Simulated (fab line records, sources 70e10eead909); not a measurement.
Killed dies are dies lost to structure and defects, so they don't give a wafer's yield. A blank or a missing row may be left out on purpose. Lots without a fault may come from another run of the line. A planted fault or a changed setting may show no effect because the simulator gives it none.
fab line records | flow nand_harc
record lots=6 wafers=18 last_day=33
route steps=1302 shown A_DECK1_JOINT@535 A_ONON_D2@545 END@1302
lots that met no fault: from a run of the same line without faults
start_h: hours from the record's first day to the start of the lot's first wafer shown | wait_h: hours since the lot's step before | " the same as in the row above | L1.1+2: a row that stands for several wafers | - no value, or no start given | * or withheld: withheld | < > ~ a bound
route shown NAME@n: a module of which the file shows steps, and the number in the route of the first | usual: mean/standard deviation of fault-free wafers | same: alike in all rows | chamber/n: place in a boat | sites: the reading at each site | _std_site: their standard deviation | _edge_site: outer sites' mean less inner sites' | radius_mm: how far each site lies from the wafer's centre | mask NAME#n: copy n | behind: the tool/chamber that last shaped the wafer | hold: why the lot was held/for how many hours/how that ended | device: the transistor (n, p or np) that didn't switch | end of line: the same wafers' tests at the end of the route | a step without rows: its recipe alone | killed: dies lost to structure and defects at the first sort, not the wafer's yield | map: a wafer's dies, x killed, . not, _ none there
set.NAME: the setting as run; set.NAME@STEP: as run at that earlier step | model.NAME: the simulator's own value behind a step, which no gauge read
lots at some steps of the route; a table a step, a row a wafer
services: from which hour (start_h, from the record's first day; less than 0 if before it) a tool's chamber was out of use, for how many hours, and why
## steps
# step NHARC_A_DECK1_JOINT_CURE_26
# recipe temp_c=150 time_s=32 pressure_atm=0.395
# step NHARC_A_DECK1_JOINT_ANNEAL_27
# recipe temp_c=400 time_s=3600 idle_temp_c=300 ramp_up_c_per_min=10 densification_p_h2o_torr=640
# step NHARC_A_DECK1_JOINT_ANNEAL_28
# recipe temp_c=500 time_s=1800 idle_temp_c=400 ramp_up_c_per_min=10 densification_p_h2o_torr=640
# step NHARC_A_DECK1_JOINT_ANNEAL_29
# recipe temp_c=750 time_s=1800 idle_temp_c=500 ramp_up_c_per_min=10 ramp_down_c_per_min=3
# step NHARC_A_DECK1_JOINT_CMP_02
# recipe material=SiOx
# usual motor_current_A=12.7/1.2
# columns lot.wafer tool chamber start_h wait_h motor_current_A
L686.3 cmp-01 3 345.82 0.4 13.1
L686.2 " 1 " " 13.2
L686.5 " 0 " " 13.2
L687.3 cmp-01 0 351.31 0.4 13.2
L687.1 " 1 " " 12.9
L687.5 " 3 " " 12.8
L690.4 cmp-01 3 375.59 0.4 12.6
L690.3 " 1 " " 13.4
L690.5 " 3 " " 12.3
L693.4 cmp-04 1 393.52 0.4 14.4
L693.3 " 3 " " 10.4
L693.5 " 1 " " 14.1
L694.1 cmp-04 0 412.34 0.4 13.8
L694.3 " 2 " " 10.9
L694.5 " 1 " " 14.2
L702.1 cmp-01 0 497.89 0.4 13.8
L702.3 " 1 " " 14.0
L702.5 " 0 " " 14.0
# step NHARC_A_DECK1_JOINT_SRD_15
# step NHARC_A_DECK1_JOINT_DEP_16
# recipe target_thk_a=450 temp_c=400 pressure_torr=6.5 rf_w=900 teos_flow_sccm=161.4 flow_sccm=2650 target_thk_nm=45 gas=O2 material=SiO2
# usual heater_power_outer_w=301/48 heater_power_w=554/74 showerhead_vpp_V=1855/54 throttle_valve_pct=16.0/0.49
# columns lot.wafer tool chamber start_h wait_h heater_power_outer_w heater_power_w showerhead_vpp_V throttle_valve_pct
L686.2 pecvd-01 2 346.21 0.1 301 534 1865 15.7
L686.3 " 1 " " 306 548 1874 15.1
L686.5 " 0 " " 351 670 1928 15.8
L687.3 pecvd-03 0 351.68 0.1 393 735 1964 16.5
L687.1 " 1 " " 344 567 1799 16.3
L687.5 " 2 " " 290 583 1841 16.1
L690.3 pecvd-01 1 375.98 0.1 331 560 1873 15.1
L690.5 " 0 " " 286 566 1892 15.8
L690.4 " 1 " " 337 564 1865 15.3
L693.3 pecvd-01 1 393.94 0.1 257 465 1902 15.0
L693.4 " 2 " " 239 438 1903 16.1
L693.5 " 1 " " 253 459 1899 14.8
L694.3 pecvd-04 2 412.76 0.1 307 560 1770 17.3
L694.1 " 0 " " 226 444 1813 16.4
L694.5 " 1 " " 304 543 1886 16.2
L702.1 pecvd-03 1 498.52 0.3 312 522 1796 15.7
L702.3 " 1 " " 303 513 1797 15.8
L702.5 " 2 " " 309 605 1828 16.4
# step NHARC_A_DECK1_JOINT_THK_MEAS_17
# recipe thk_meas_gauge=ellipsometry
# usual thk_nm=44.9/1.2
# columns lot.wafer tool chamber start_h wait_h thk_nm
L686.2 film_metro-01 - 346.50 0.3 44.0
L686.3 " - " " 43.8
L686.5 " - " " 46.9
L687.1 film_metro-02 - 351.96 0.2 43.0
L687.3 " - " " 43.2
L687.5 " - " " 45.4
L690.3 film_metro-01 - 376.24 0.2 45.6
L690.4 " - " " 44.6
L690.5 " - " " 43.4
L693.3 film_metro-01 - 394.17 0.2 43.9
L693.4 " - " " 45.8
L693.5 " - " " 45.4
L694.1 film_metro-02 - 413.01 0.2 47.3
L694.3 " - " " 45.5
L694.5 " - " " 45.4
L702.1 film_metro-02 - 498.88 0.3 44.3
L702.3 " - " " 45.7
L702.5 " - " " 45.7
# step NHARC_A_DECK1_JOINT_INSPECT_05
# usual raw_defect_count=347/120
# columns lot.wafer tool chamber start_h wait_h raw_defect_count
L686.2 defect_inspect-01 - 346.53 0.0 474
L686.3 " - " " 463
L686.5 " - " " 435
L687.1 defect_inspect-02 - 351.99 0.0 374
L687.3 " - " " 269
L687.5 " - " " 317
L690.3 defect_inspect-02 - 376.27 0.0 489
L690.4 " - " " 553
L690.5 " - " " 292
L693.3 defect_inspect-02 - 394.21 0.0 445
L693.4 " - " " 291
L693.5 " - " " 262
L694.1 defect_inspect-02 - 413.04 0.0 372
L694.3 " - " " 221
L694.5 " - " " 272
L702.1 defect_inspect-02 - 498.92 0.0 283
L702.3 " - " " 167
L702.5 " - " " 333
# step NHARC_A_ONON_D2_DEP_00
# recipe target_thk_a=10000 n2_flow_sccm=2750 n2o_flow_sccm=2000 nh3_flow_sccm=500 sih4_flow_sccm=210 temp_c=400
# step NHARC_A_ONON_D2_THK_MEAS_02
# recipe thk_meas_gauge=ellipsometry
# usual thk_nm=1001/9.4
# columns lot.wafer tool chamber start_h wait_h thk_nm
L686.2 film_metro-01 - 347.10 - 1008
L686.3 " - " " 1008
L686.5 " - " " 1008
L687.1 film_metro-02 - 352.58 - 994
L687.3 " - " " 995
L687.5 " - " " 994
L690.3 film_metro-01 - 376.85 - 1013
L690.4 " - " " 1015
L690.5 " - " " 1014
L693.3 film_metro-02 - 394.78 - 983
L693.4 " - " " 981
L693.5 " - " " 984
L694.1 film_metro-01 - 413.62 - 1011
L694.3 " - " " 1011
L694.5 " - " " 1012
L702.1 film_metro-02 - 499.59 - 1018
L702.3 " - " " 1017
L702.5 " - " " 1018
# step NHARC_A_ONON_D2_DEP_03
# recipe target_thk_a=10000 n2_flow_sccm=2750 n2o_flow_sccm=2000 nh3_flow_sccm=500 sih4_flow_sccm=210 temp_c=400
# columns lot.wafer tool chamber start_h wait_h
L686.2+3+5 pecvd_onon-02 0 347.22 0.1
L687.1+3+5 pecvd_onon-02 0 352.63 0.1
L690.3+4+5 pecvd_onon-04 0 377.02 0.2
L693.3+4+5 pecvd_onon-02 0 394.95 0.2
L694.1+3+5 pecvd_onon-02 0 413.68 0.1
L702.1+3+5 pecvd_onon-01 0 499.65 0.1
# step NHARC_A_ONON_D2_THK_MEAS_05
# recipe thk_meas_gauge=ellipsometry
# usual thk_nm=1000/9.5
# columns lot.wafer tool chamber start_h wait_h hold thk_nm
L686.2 film_metro-02 - 347.69 - - 987
L686.3 " - " " - 988
L686.5 " - " " - 987
L687.1 film_metro-01 - 353.14 - - 998
L687.3 " - " " - 997
L687.5 " - " " - 1000
L690.3 film_metro-01 - 377.41 - - 1007
L690.4 " - " " - 1008
L690.5 " - " " - 1008
L693.3 film_metro-01 - 395.35 - await_dispo/0.2h/release 498
L693.4 " - " " await_dispo/0.2h/release 500
L693.5 " - " " await_dispo/0.2h/release 498
L693.3 film_metro-01 - 395.52 0.2 - 500
L693.4 " - " " - 499
L693.5 " - " " - 498
L694.1 film_metro-02 - 414.19 - await_dispo/0.2h/release 509
L694.3 " - " " await_dispo/0.2h/release 509
L694.5 " - " " await_dispo/0.2h/release 508
L694.1 film_metro-02 - 414.36 0.2 - 509
L694.3 " - " " - 510
L694.5 " - " " - 509
L702.1 film_metro-02 - 500.16 - - 999
L702.3 " - " " - 998
L702.5 " - " " - 999
# step NHARC_END_SORT_01
# recipe temp_c=25
# usual defect_limited_yield=91.8/2.3 killed_at_array=51/16 killed_at_other=0.6/0.88 killed_at_periphery=4.0/2.6 killed_dies=55/16 killed_open=3.5/1.9 killed_short=2.3/1.6 sort_bin_2_pct=2.9/1.1 sort_bin_3_pct=0.6/0.41 sort_bin_4_pct=4.6/1.3 sort_n_pass=622/16 sort_rim_yield_pct=93/3.2 sort_yield_pct=91.8/2.3
# same gross_dies=677 sort_bin_5_pct[%]=0 sort_bin_6_pct[%]=0 sort_bin_7_pct[%]=0 sort_bin_8_pct[%]=0 sort_rim_n_gross=106.00
# columns lot.wafer tool chamber start_h wait_h defect_limited_yield[%] killed_at_array killed_at_other killed_at_periphery killed_dies killed_open killed_short sort_bin_2_pct[%] sort_bin_3_pct[%] sort_bin_4_pct[%] sort_n_pass sort_rim_yield_pct[%] sort_yield_pct[%]
L686.2 prober-01 0 627.51 2.8 90.7 61 1 1 63 4 5 3.7 0.6 5.0 614 97 90.7
L686.3 prober-01 0 628.30 3.1 92.0 52 1 1 54 2 5 2.7 0.1 5.2 623 95 92.0
L686.5 prober-01 0 629.86 3.6 91.6 54 0 3 57 4 3 2.2 0 6.2 620 98 91.6
L687.1 prober-02 0 635.00 2.5 87.9 80 2 0 82 1 1 4.4 1.2 6.5 595 90 87.9
L687.3 prober-02 0 636.62 3.1 87.3 84 0 2 86 2 2 4.7 1.0 6.9 591 90 87.3
L687.5 prober-02 0 638.24 3.7 87.3 84 0 2 86 3 3 5.3 0.9 6.5 591 84 87.3
L690.3 prober-01 0 690.36 3.1 93.2 41 0 5 46 9 2 2.5 0.3 4.0 631 92 93.2
L690.4 prober-01 0 691.17 3.4 93.1 43 1 3 47 3 1 2.8 1.0 3.1 630 98 93.1
L690.5 prober-01 0 691.98 3.7 94.4 34 0 4 38 5 3 2.1 0.7 2.8 639 92 94.4
L702.1 prober-01 0 777.96 2.5 91.3 59 0 0 59 2 2 4.1 0.4 4.1 618 94 91.3
L702.3 prober-01 0 779.57 3.1 93.1 45 0 2 47 4 2 2.4 0.1 4.4 630 92 93.1
L702.5 prober-01 0 781.18 3.7 92.0 52 0 2 54 1 2 3.4 0.1 4.4 623 92 92.0
# killed by level:class
L686.2 A_CHANNEL_HOLE_D2:chamber_film_flake=36 A_CONTACT:chamber_film_flake=5 A_WL_FILL:chamber_film_flake=4 A_CHANNEL_HOLE_D1:chamber_film_flake=3 A_DECK1_JOINT:chamber_film_flake=3 A_ONON_D2:geometric_particle:open=2 A_ONON_D1:geometric_particle:short=1 A_DECK1_JOINT:geometric_particle:short=1
L686.3 A_CHANNEL_HOLE_D2:chamber_film_flake=31 A_CHANNEL_HOLE_D1:chamber_film_flake=3 A_WL_FILL:chamber_film_flake=3 A_CONTACT:chamber_film_flake=3 A_CHANNEL_FILL_D1:geometric_particle:short=2 A_DECK1_JOINT:chamber_film_flake=2 A_ONON_D1:geometric_particle:short=1 A_DECK1_JOINT:geometric_particle:open=1
L686.5 A_CHANNEL_HOLE_D2:chamber_film_flake=32 A_WL_FILL:chamber_film_flake=4 A_CHANNEL_HOLE_D1:chamber_film_flake=3 P_STI:chamber_film_flake=2 A_DECK1_JOINT:chamber_film_flake=2 A_STAIRCASE:chamber_film_flake=2 A_CONTACT:chamber_film_flake=2 P_CONTACT:geometric_particle:short=1
L687.1 A_CHANNEL_HOLE_D2:chamber_film_flake=31 A_SLIT:chamber_film_flake=21 A_CHANNEL_HOLE_D1:chamber_film_flake=14 A_STAIRCASE:chamber_film_flake=6 A_CONTACT:chamber_film_flake=4 A_CHANNEL_FILL_D1:geometric_particle:short=1 A_M0:geometric_particle:open=1 A_ZERO_WELL:chamber_film_flake=1
L687.3 A_CHANNEL_HOLE_D1:chamber_film_flake=32 A_SLIT:chamber_film_flake=19 A_CHANNEL_HOLE_D2:chamber_film_flake=15 A_STAIRCASE:chamber_film_flake=10 A_CONTACT:chamber_film_flake=4 P_GATE:geometric_particle:short=1 P_M0:geometric_particle:open=1 A_ONON_D1:geometric_particle:open=1
L687.5 A_SLIT:chamber_film_flake=26 A_CHANNEL_HOLE_D2:chamber_film_flake=22 A_CHANNEL_HOLE_D1:chamber_film_flake=15 A_STAIRCASE:chamber_film_flake=9 A_CONTACT:chamber_film_flake=5 A_CHANNEL_FILL_D1:chamber_film_flake=3 P_CONTACT:geometric_particle:short=1 P_M0:geometric_particle:open=1
L690.3 A_CHANNEL_HOLE_D1:chamber_film_flake=24 A_SLIT:chamber_film_flake=3 A_CONTACT:chamber_film_flake=3 A_SOURCE_PLATE:geometric_particle:open=2 A_CHANNEL_FILL_D1:geometric_particle:open=2 P_GATE:geometric_particle:open=1 P_CONTACT:geometric_particle:short=1 P_CONTACT:geometric_particle:open=1
L690.4 A_CHANNEL_HOLE_D1:chamber_film_flake=30 A_DECK1_JOINT:chamber_film_flake=3 A_WL_FILL:chamber_film_flake=3 A_WL_FILL:geometric_particle:open=2 P_BONDPAD:chamber_film_flake=2 A_CONTACT:chamber_film_flake=2 P_CONTACT:geometric_particle:open=1 A_CHANNEL_HOLE_D1:geometric_particle:short=1
L690.5 A_CHANNEL_HOLE_D1:chamber_film_flake=20 A_STAIRCASE:chamber_film_flake=3 A_SLIT:chamber_film_flake=2 A_CONTACT:chamber_film_flake=2 P_GATE:geometric_particle:short=1 P_M0:geometric_particle:short=1 P_M2:geometric_particle:open=1 A_ONON_D1:geometric_particle:open=1
L702.1 A_CHANNEL_HOLE_D2:chamber_film_flake=27 A_CHANNEL_HOLE_D1:chamber_film_flake=10 A_SLIT:chamber_film_flake=7 A_CONTACT:chamber_film_flake=5 A_DECK1_JOINT:chamber_film_flake=3 A_WL_FILL:chamber_film_flake=2 A_ONON_D2:geometric_particle:open=1 A_CHANNEL_HOLE_D2:geometric_particle:short=1
L702.3 A_CHANNEL_HOLE_D2:chamber_film_flake=17 A_CHANNEL_HOLE_D1:chamber_film_flake=9 A_CONTACT:chamber_film_flake=5 A_SLIT:chamber_film_flake=4 A_M0:geometric_particle:open=2 P_BONDPAD:chamber_film_flake=2 A_STAIRCASE:chamber_film_flake=2 A_ONON_D1:geometric_particle:short=1
L702.5 A_CHANNEL_HOLE_D2:chamber_film_flake=29 A_CHANNEL_HOLE_D1:chamber_film_flake=9 A_SLIT:chamber_film_flake=8 A_DECK1_JOINT:geometric_particle:short=1 A_ONON_D2:geometric_particle:open=1 A_CHANNEL_FILL_D2:geometric_particle:short=1 P_CONTACT:chamber_film_flake=1 P_BONDPAD:chamber_film_flake=1
## services
# columns tool chamber start_h hours kind
pecvd-04 2 326.60 9.6 repair
pecvd-03 - 331.71 3.2 repair
pecvd-01 2 347.48 6.3 repair
cmp-01 - 353.99 0.6 repair
pecvd_onon-02 - 366.00 13.0 pm
pecvd-03 - 366.04 13.0 pm
cmp-01 - 381.50 4.0 pm
cmp-01 - 385.50 - consumable_replace:conditioner
cmp-01 - 385.50 - consumable_replace:pad
pecvd-04 - 391.52 3.1 repair
pecvd_onon-02 - 401.06 0.1 repair
pecvd-03 0 401.75 127.9 repair
cmp-04 - 405.13 4.0 pm
pecvd-03 2 442.18 7.8 repair
cmp-04 - 445.90 1.4 repair
pecvd_onon-01 - 450.24 13.0 pm
pecvd-04 - 450.26 13.0 pm
pecvd_onon-04 - 475.39 2.4 repair
cmp-01 - 479.50 4.0 pm
cmp-01 - 483.50 - consumable_replace:conditioner
pecvd-01 - 492.00 13.0 pm
pecvd_onon-04 - 492.39 13.0 pm
pecvd-04 1 492.40 15.6 repair
pecvd-03 - 493.14 3.2 repair
## key
first_sign step=NHARC_A_ONON_D2_THK_MEAS_05 reading=visit direction=added
effect step=NHARC_A_ONON_D2_THK_MEAS_05 reading=thk_nm direction=down sigmas=52 usual=1000 struck=504
met_at NHARC_A_ONON_D2_DEP_03
struck_wafers L693.3,L693.4,L693.5,L694.1,L694.3,L694.5
scrapped_behind NHARC_A_ONON_D2_THK_MEAS_05 L693.3,L693.4,L693.5,L694.1,L694.3,L694.5
onset_between 352.63 394.95
also_fits NHARC_A_DECK1_JOINT_CMP_02:cmp-04
fault kind=process_parameter_drift tool=pecvd_onon-02 chamber=0 onset_h=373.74 steps=NHARC_A_ONON_D2_DEP_03 channel=target_thk_a offset=* shape=step end_h=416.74 acts_in=* stated=*
